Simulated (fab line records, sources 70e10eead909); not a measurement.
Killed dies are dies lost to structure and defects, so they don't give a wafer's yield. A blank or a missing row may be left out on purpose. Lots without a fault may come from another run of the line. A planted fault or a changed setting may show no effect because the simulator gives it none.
Which tool did it? | flow nand_harc | 13 lots, 39 wafers sampled, at 6 steps of a route of 1159

WHAT THE GAUGES READ, wafer by wafer
NHARC_A_ONON_D1_THK_MEAS_24: measures by ellipsometry. Usual: thk_nm 1001 nm, standard deviation 9.6.
lot  | measured     | on            | thk_nm (nm)    | flag
L489 | day 8 10:34  | film_metro-02 | 994 994 992    |
L490 | day 8 18:00  | film_metro-02 | 1003 1003 1004 |
L496 | day 9 20:52  | film_metro-01 | 998 998 999    |
L495 | day 9 20:52  | film_metro-02 | 1004 1004 1003 |
L494 | day 9 21:01  | film_metro-02 | 1012 1010 1010 |
L497 | day 10 06:56 | film_metro-02 | 996 996 995    |
L502 | day 11 19:45 | film_metro-01 | 1001 1002 1003 |
L505 | day 12 08:07 | film_metro-02 | 1695 1694 1695 | OFF
L506 | day 12 15:47 | film_metro-01 | 1690 1691 1691 | OFF
L507 | day 12 15:47 | film_metro-01 | 997 995 995    |
L508 | day 12 15:47 | film_metro-02 | 1017 1015 1017 |
L509 | day 13 06:07 | film_metro-02 | 991 991 990    |
L511 | day 13 18:03 | film_metro-02 | 1011 1011 1013 |

NHARC_A_CHANNEL_HOLE_D1_INSPECT_12. Usual: raw_defect_count 6, standard deviation 3.4.
lot  | measured     | on                | raw_defect_count | flag
L489 | day 8 17:26  | defect_inspect-02 | 6 7 3            |
L490 | day 9 00:05  | defect_inspect-02 | 7 7 5            |
L496 | day 10 01:38 | defect_inspect-02 | 6 5 0            |
L495 | day 10 01:22 | defect_inspect-02 | 4 1 5            |
L494 | day 10 02:46 | defect_inspect-01 | 2 1 5            |
L497 | day 10 11:19 | defect_inspect-02 | 3 7 1            |
L502 | day 12 00:27 | defect_inspect-01 | 5 5 3            |
L507 | day 12 20:32 | defect_inspect-01 | 7 8 4            |
L508 | day 12 20:49 | defect_inspect-02 | 4 3 3            |
L509 | day 13 11:17 | defect_inspect-01 | 11 2 2           |
L511 | day 14 00:13 | defect_inspect-01 | 5 9 4            |

NHARC_END_SORT_01. Usual: killed_at_array 25, standard deviation 9.2; killed_at_other 0.9, standard deviation 1.3; killed_at_periphery 3.3, standard deviation 2.3; killed_dies 29, standard deviation 9.6; killed_open 3.2, standard deviation 1.8; killed_short 2, standard deviation 1.4.
lot  | measured     | on        | killed_at_array | killed_at_other | killed_at_periphery | killed_dies | killed_open | killed_short | flag
L505 | day 24 08:14 | prober-02 | 668 669 673     | 3 2 0           | 6 6 4               | 677 677 677 | 5 4 4       | 2 6 5        | OFF
L506 | day 24 16:02 | prober-02 | 673 673 671     | 1 0 0           | 3 4 6               | 677 677 677 | 3 4 3       | 2 1 0        | OFF

WHICH TOOL RAN EACH LOT (tool, then ch and the chambers of the sampled wafers, then the start)
lot  | NHARC_P_M2_DEP_33               | NHARC_A_ZERO_WELL_ETCH_13        | NHARC_A_ONON_D1_DEP_22
L489 | pecvd-03 ch 0,1,2, day 6 15:54  | rie_si-06 ch 0,1,2, day 6 22:02  | pecvd_onon-03 ch 0, day 8 10:03
L490 | pecvd-01 ch 0,1,2, day 7 00:37  | rie_si-06 ch 1,2, day 7 06:32    | pecvd_onon-03 ch 0, day 8 17:28
L496 | pecvd-01 ch 0,1,2, day 8 04:36  | rie_si-06 ch 0,2, day 8 10:40    | pecvd_onon-01 ch 0, day 9 20:21
L495 | pecvd-01 ch 0,1,2, day 8 05:18  | rie_si-05 ch 0,1,3, day 8 11:26  | pecvd_onon-03 ch 0, day 9 20:25
L494 | pecvd-04 ch 0,1,2, day 8 05:50  | rie_si-01 ch 1,2,3, day 8 11:54  | pecvd_onon-04 ch 0, day 9 20:30
L497 | pecvd-01 ch 0,1, day 8 14:12    | rie_si-05 ch 1,2,3, day 8 21:04  | pecvd_onon-04 ch 0, day 10 06:25
L502 | pecvd-04 ch 0,1, day 9 21:52    | rie_si-01 ch 0,1,3, day 10 04:46 | pecvd_onon-04 ch 0, day 11 19:14
L505 | pecvd-03 ch 0,2, day 10 13:43   | rie_si-06 ch 1,3, day 10 19:47   | pecvd_onon-04 ch 0, day 12 07:40
L506 | pecvd-04 ch 0,1,2, day 10 19:50 | rie_si-06 ch 1,3, day 11 01:55   | pecvd_onon-04 ch 0, day 12 15:19
L507 | pecvd-03 ch 0,1,2, day 11 00:23 | rie_si-06 ch 1,3, day 11 06:20   | pecvd_onon-03 ch 0, day 12 15:20
L508 | pecvd-03 ch 0,1,2, day 11 01:59 | rie_si-01 ch 0,2,3, day 11 08:07 | pecvd_onon-01 ch 0, day 12 15:20
L509 | pecvd-01 ch 0,1,2, day 11 12:55 | rie_si-01 ch 0,2,3, day 11 19:05 | pecvd_onon-03 ch 0, day 13 05:35
L511 | pecvd-04 ch 0,1,2, day 12 00:45 | rie_si-01 ch 0,1, day 12 06:59   | pecvd_onon-01 ch 0, day 13 17:33
- NHARC_P_M2_DEP_33: deposits SiCN, target thk 30 nm.
- NHARC_A_ZERO_WELL_ETCH_13: etches the open film in HBr/Cl2, target depth 120 nm, time 40.1 s.
- NHARC_A_ONON_D1_DEP_22: target thk 1000 nm.

WHAT THE TOOLS THEMSELVES READ (means of the sampled wafers that have a number; where no wafer has one, the mark that the record gives instead)
NHARC_P_M2_DEP_33. Usual: heater_power_w 595 W, standard deviation 68.
lot  | tool     | heater_power_w (W) | flag
L489 | pecvd-03 | 599                |
L490 | pecvd-01 | 571                |
L496 | pecvd-01 | 579                |
L495 | pecvd-01 | 642                |
L494 | pecvd-04 | 511                |
L497 | pecvd-01 | 657                |
L502 | pecvd-04 | 501                |
L505 | pecvd-03 | 632                |
L506 | pecvd-04 | 596                |
L507 | pecvd-03 | 616                |
L508 | pecvd-03 | 583                |
L509 | pecvd-01 | 605                |
L511 | pecvd-04 | 573                |

NHARC_A_ZERO_WELL_ETCH_13. Usual: drypump_motor_current_A 5.9 A, standard deviation 0.49; he_backside_leak_sccm 2.65 sccm, standard deviation 0.25; oes_product_au 1.005 a.u., standard deviation 0.011; throttle_valve_pct 26.404 %, standard deviation 0.0081.
lot  | tool      | drypump_motor_current_A (A) | he_backside_leak_sccm (sccm) | oes_product_au (a.u.) | throttle_valve_pct (%) | flag
L489 | rie_si-06 | 5.4                         | 2.81                         | 1.012                 | 26.404                 |
L490 | rie_si-06 | 5.2                         | 2.89                         | 1.002                 | 26.401                 |
L496 | rie_si-06 | 5.6                         | 2.93                         | 1.019                 | 26.409                 |
L495 | rie_si-05 | 6.0                         | 2.47                         | 1.002                 | 26.403                 |
L494 | rie_si-01 | 6.4                         | 2.73                         | 1.000                 | 26.415                 |
L497 | rie_si-05 | 5.6                         | 2.40                         | 1.000                 | 26.404                 |
L502 | rie_si-01 | 6.4                         | 2.55                         | 1.003                 | 26.400                 |
L505 | rie_si-06 | 5.6                         | 2.69                         | 1.001                 | 26.407                 |
L506 | rie_si-06 | 5.6                         | 2.63                         | 1.007                 | 26.401                 |
L507 | rie_si-06 | 5.2                         | 2.81                         | 0.993                 | 26.402                 |
L508 | rie_si-01 | 6.2                         | 2.63                         | 1.012                 | 26.412                 |
L509 | rie_si-01 | 6.2                         | 2.48                         | 1.010                 | 26.402                 |
L511 | rie_si-01 | 6.4                         | 2.67                         | 1.000                 | 26.400                 |

NHARC_A_ONON_D1_DEP_22. Usual: n2o_flow_sccm 2000 sccm, standard deviation 6.4.
lot  | tool          | n2o_flow_sccm (sccm) | flag
L489 | pecvd_onon-03 | 2005                 |
L490 | pecvd_onon-03 | 2000                 |
L496 | pecvd_onon-01 | 1997                 |
L495 | pecvd_onon-03 | 2000                 |
L494 | pecvd_onon-04 | 1992                 |
L497 | pecvd_onon-04 | 2000                 |
L502 | pecvd_onon-04 | 2006                 |
L505 | pecvd_onon-04 | 2000                 |
L506 | pecvd_onon-04 | 1995                 |
L507 | pecvd_onon-03 | 1999                 |
L508 | pecvd_onon-01 | 1990                 |
L509 | pecvd_onon-03 | 1992                 |
L511 | pecvd_onon-01 | 2002                 |

THE ANSWER, worked out from the rows above alone
Rule: a lot is off if the mean of its wafers that have a number lies more than 3 standard deviations from the usual mean. A lot without any number at a reading at which 4 lots or more have one is off too. The other lots that the step has rows for count as sound. The gauges are gone through in route order, then the tools' own readings, and for those a lot's mean is taken as printed above. The first step at which some lot is off is used, and at that step the reading that is off furthest; a lot without a number counts as furthest.
Off: L505, L506, at NHARC_A_ONON_D1_THK_MEAS_24 (thk_nm).
A tool fits if, at a process step before that reading, it ran every lot that is off, and no sound lot after the first of them. The gauges at NHARC_A_ONON_D1_THK_MEAS_24 aren't tried: what is off there is off at NHARC_END_SORT_01 too, on other tools, and a gauge's error can't cause that. One fits: pecvd_onon-04 at NHARC_A_ONON_D1_DEP_22. Its last sound lot is L502 (day 11 19:14), its first lot that is off L505 (day 12 07:40): a fault that began between those two fits.

WHAT THE SIMULATOR HAD PUT IN
Process parameter drift: pecvd_onon-04, from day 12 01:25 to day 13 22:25, at NHARC_A_ONON_D1_DEP_22. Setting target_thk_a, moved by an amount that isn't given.
Lots struck among those shown: L505, L506. The rule above found the same.
